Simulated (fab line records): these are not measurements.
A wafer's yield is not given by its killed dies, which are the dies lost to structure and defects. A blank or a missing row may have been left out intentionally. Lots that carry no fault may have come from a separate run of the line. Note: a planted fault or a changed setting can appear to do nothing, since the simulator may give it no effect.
Matching of chambers    flow n5 finfet    N5_GATE_CUT_STRIP_59 on rie diel-03 has 4 sister chambers
The step strips in N2/H2, time 20 s. 8 wafers are shown with their chamber, then 9 later ones without.

## WAFERS PAIRED WITH THEIR CHAMBERS
wafer   chamber  showerhead plenum p Torr (Torr)  drypump motor current A (A)
L081.2  2        3.56                             5.4
L084.3  2        3.55                             5.4
L084.6  0        3.21                             5.3
L083.5  0        3.21                             5.2
L083.6  1        3.43                             6.0
L091.2  3        3.30                             4.8
L091.4  1        3.42                             5.9
L091.5  3        3.30                             4.8

## WAFERS WITH NO CHAMBER GIVEN
wafer   showerhead plenum p Torr (Torr)  drypump motor current A (A)
L092.2  3.55                             5.4
L092.3  3.20                             5.2
L092.5  3.55                             5.4
L094.2  3.29                             4.7
L094.3  3.54                             5.4
L094.5  3.29                             4.8
L095.3  3.20                             5.3
L095.4  3.29                             4.8
L095.5  3.29                             4.7

## WHICH CHAMBER EACH WENT THROUGH
wafer   from the rows above  in truth
L092.2  2                    2
L092.3  0                    0
L092.5  2                    2
L094.2  3                    3
L094.3  2                    2
L094.5  3                    3
L095.3  0                    0
L095.4  3                    3
L095.5  3                    3
Placed correctly: 9 of 9. Can't be placed from these rows: 0. Wrongly placed: 0.
How it was worked out, from the rows above alone: a wafer's distance from a chamber is the root of the sum, over the readings, of the square of ((its reading less the chamber's mean) divided by the reading's scatter). If the next closest chamber is less than 2 further off than the closest, the wafer can't be placed; otherwise it belongs to the closest. Each chamber's mean is taken over the wafers shown for it. The scatter is the square root of a quotient: the sum, over the shown wafers, of each reading's squared deviation from its chamber's mean, divided by wafers minus chambers.
